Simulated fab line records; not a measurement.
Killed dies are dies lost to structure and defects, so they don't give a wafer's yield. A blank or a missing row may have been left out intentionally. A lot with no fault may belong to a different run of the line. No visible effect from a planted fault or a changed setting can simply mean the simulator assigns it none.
Matching of chambers    flow n5 finfet    4 sister chambers for N5_BEOL_M4_STRIP_19 on rie diel-01
The step strips in O2. 14 wafers are shown with their chamber, then 7 later ones without.

== WAFERS, EACH WITH ITS CHAMBER ==
wafer   chamber  drypump motor current A (A)  throttle valve pct (%)  showerhead plenum p Torr (Torr)
L076.1  0        6.0                          16.55                   2.09
L076.3  1        6.7                          16.64                   2.06
L076.5  3        6.1                          16.72                   2.08
L077.2  3        6.1                          16.73                   2.08
L077.5  1        6.7                          16.64                   2.06
L077.6  3        6.1                          16.72                   2.08
L086.1  0        6.0                          16.58                   2.08
L086.5  2        5.2                          16.20                   2.06
L086.6  3        6.1                          16.76                   2.07
L089.1  1        6.7                          16.69                   2.05
L089.2  0        6.0                          16.59                   2.08
L089.5  1        6.7                          16.69                   2.05
L094.2  2        5.1                          16.24                   2.05
L094.4  1        6.7                          16.72                   2.04

SIGNATURES, as means of the wafers listed above
reading                   chamber 0  chamber 1  chamber 2  chamber 3  scatter within a chamber
drypump motor current A   6.000      6.700      5.150      6.100      0.0224
throttle valve pct        16.5733    16.6760    16.2200    16.7325    0.0277
showerhead plenum p Torr  2.0833     2.0520     2.0550     2.0775     0.00687
Rule: for each reading, subtract the chamber's mean from the wafer's reading, divide by that reading's scatter and square the result; add these up over the readings and take the root, which gives the wafer's distance from the chamber. If the next closest chamber is less than 2 further off than the closest, the wafer can't be placed; otherwise it belongs to the closest. The scatter: the root of (the sum of the squares of (reading less its chamber's mean) over the shown wafers, divided by (wafers less chambers)).

== WAFERS WITHOUT THEIR CHAMBER ==
wafer   drypump motor current A (A)  throttle valve pct (%)  showerhead plenum p Torr (Torr)
L094.5  6.7                          16.71                   2.04
L096.2  6.0                          16.63                   2.07
L096.3  5.2                          16.25                   2.05
L096.6  6.1                          16.81                   2.06
L097.1  6.1                          16.80                   2.06
L097.5  6.1                          16.80                   2.06
L097.6  6.0                          16.64                   2.07

== CHAMBER TAKEN BY EACH ==
wafer   from the rows above  in truth
L094.5  1                    1
L096.2  0                    0
L096.3  2                    2
L096.6  3                    3
L097.1  3                    3
L097.5  3                    3
L097.6  0                    0
7 of 7 placed correctly. Not placeable from these rows: 0. Wrongly placed: 0.
